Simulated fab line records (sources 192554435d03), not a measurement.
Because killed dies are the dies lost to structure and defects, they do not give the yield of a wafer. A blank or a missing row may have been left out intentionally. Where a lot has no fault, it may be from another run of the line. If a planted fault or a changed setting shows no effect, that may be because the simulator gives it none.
Lot-split experiment	flow n5-finfet	on a route of 1938 steps: 7 lots, 39 wafers read

== THE SPLIT ITSELF ==
At N5_BEOL_M15_TRENCH_ETCH_34 (etches SiO2 in C4F8/O2/Ar, target depth 872.93 nm, time 199 s), the setting target-depth-a was moved away from the recipe's 8729.3 angstrom on 9 of the 39 wafers read, by -56.8% to +38.7%. All remaining wafers had this setting at the recipe value.

== FROM THE SPLIT TO THE READING: what the file shows between them, 7 steps ==
- N5_BEOL_M15_STRIP_36: strips in O2
- N5_BEOL_M15_ECD_47: material Cu, target thk 1860 nm
- N5_BEOL_M15_ANNEAL_48: time 90 s
- N5_BEOL_M15_CMP_49: polishes, stops on SiO2, t overpolish 4.9 s, target thk 850 nm
- N5_BEOL_M15_THK_MEAS_50: measures by xrf
- N5_BEOL_M15_PRE_CLEAN_52: time 15 s
- N5_BEOL_M15_DEP_53: deposits SiCN from 3MS/NH3, target thk 50 nm, time 17.8 s

== THE READING ==
Measured at N5_BEOL_M15_RS_MEAS_54 by four-point probe: M15_RS, in ohm/sq. A value of 0.0215 ohm/sq with a standard deviation of 0.00032 ohm/sq is what fault-free wafers of this fab line usually give.

wafer	tool, chamber at the split	target-depth-a as run, angstrom	against the recipe	M15_RS, ohm/sq	against lot-mates on the recipe
L074.2	rie-diel-02, 1	8729.3	recipe	0.0210	-
L074.3	rie-diel-02, 3	8729.3	recipe	0.0216	-
L074.5	rie-diel-02, 0	8729.3	recipe	0.0213	-
L075.1	rie-diel-02, 0	8729.3	recipe	0.0210	-
L075.2	rie-diel-02, 2	8729.3	recipe	0.0219	-
L075.3	rie-diel-02, 3	8729.3	recipe	0.0216	-
L075.4	rie-diel-02, 1	8729.3	recipe	0.0212	-
L075.5	rie-diel-02, 2	8729.3	recipe	0.0217	-
L075.6	rie-diel-02, 3	8729.3	recipe	0.0215	-
L077.1	rie-diel-03, 1	8729.3	recipe	0.0212	-
L077.2	rie-diel-03, 0	8729.3	recipe	0.0219	-
L077.3	rie-diel-03, 2	8729.3	recipe	0.0219	-
L077.4	rie-diel-03, 2	8729.3	recipe	0.0218	-
L077.5	rie-diel-03, 0	8729.3	recipe	0.0219	-
L077.6	rie-diel-03, 1	8729.3	recipe	0.0211	-
L079.1	rie-diel-02, 2	3769	-56.8%	0.0538	+0.0320
L079.2	rie-diel-02, 0	3769	-56.8%	0.0526	+0.0308
L079.3	rie-diel-02, 3	8729.3	recipe	0.0216	-
L079.4	rie-diel-02, 3	8729.3	recipe	0.0217	-
L079.5	rie-diel-02, 0	3769	-56.8%	0.0521	+0.0303
L079.6	rie-diel-02, 2	8729.3	recipe	0.0220	-
L085.1	rie-diel-03, 1	8729.3	recipe	0.0213	-
L085.2	rie-diel-03, 2	8729.3	recipe	0.0209	-
L085.3	rie-diel-03, 0	8729.3	recipe	0.0220	-
L085.4	rie-diel-03, 3	8729.3	recipe	0.0218	-
L085.5	rie-diel-03, 3	8729.3	recipe	0.0218	-
L085.6	rie-diel-03, 2	8729.3	recipe	0.0210	-
L091.1	rie-diel-02, 0	12110	+38.7%	0.0153	-0.0061
L091.2	rie-diel-02, 3	8729.3	recipe	0.0217	-
L091.3	rie-diel-02, 2	12110	+38.7%	0.0156	-0.0058
L091.4	rie-diel-02, 1	12110	+38.7%	0.0151	-0.0063
L091.5	rie-diel-02, 1	8729.3	recipe	0.0212	-
L091.6	rie-diel-02, 0	8729.3	recipe	0.0214	-
L094.1	rie-diel-06, 3	8729.3	recipe	0.0219	-
L094.2	rie-diel-06, 1	5976	-31.5%	0.0322	+0.0103
L094.3	rie-diel-06, 2	8729.3	recipe	0.0217	-
L094.4	rie-diel-06, 0	5976	-31.5%	0.0320	+0.0101
L094.5	rie-diel-06, 1	8729.3	recipe	0.0220	-
L094.6	rie-diel-06, 0	5976	-31.5%	0.0321	+0.0102

THE FIT
A straight line over all 39 wafers: M15_RS changes by -0.0004 ohm/sq for each +1% of target-depth-a; r = -0.93; the points scatter about the line by 0.0034 ohm/sq.
The same after taking each lot's own level away (the mean of its wafers on the recipe; 39 wafers): -0.000396 ohm/sq for each +1%; r = -0.92; scatter 0.0034 ohm/sq.
On that fit, the largest move of target-depth-a shifts the reading by 0.022 ohm/sq.
Across the lots, their own levels run from 0.02130 to 0.02187 ohm/sq, a range of 1.8 times the standard deviation given above.
The two slopes are in agreement: the lot-to-lot level therefore moves the slope only a little.
Check: for one of the wafers moved furthest among these (-56.8%), held out of the fit, the line's prediction against its lot-mates is +0.0217 ohm/sq. It came out at +0.032 ohm/sq against them.

== THE WHOLE CHAIN: every reading that the file lists as answering this split, in the file's order ==
step	what it does	reading	change (the file's fit)	r (the file's)
N5_BEOL_M15_TRENCH_ETCH_34	etches SiO2 in C4F8/O2/Ar, target depth 872.93 nm, time 199 s	etch.depth-nm (the simulator's own value, which no gauge read)	+8.54 nm for each +1% of the setting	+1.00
N5_BEOL_M15_TRENCH_ETCH_34	etches SiO2 in C4F8/O2/Ar, target depth 872.93 nm, time 199 s	coat_of_BEOL_M15_COAT_22.thk-nm (the simulator's own value, which no gauge read)	-1.7 nm for each +1% of the setting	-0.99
N5_BEOL_M15_CMP_49	polishes, stops on SiO2, t overpolish 4.9 s, target thk 850 nm	Cu_of_BEOL_M15_ECD_47.thk-nm (the simulator's own value, which no gauge read)	+8.54 nm for each +1% of the setting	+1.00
N5_BEOL_M15_THK_MEAS_50	measures by xrf	M15_THK	+8.54 for each +1% of the setting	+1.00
N5_BEOL_M15_RS_MEAS_54	measures by four-point-probe	M15_RS	-0.000406 for each +1% of the setting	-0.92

== THE FILE'S OWN FIT ==
M15_RS changes by -0.000406 ohm/sq for each +1% of target-depth-a, r = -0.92.
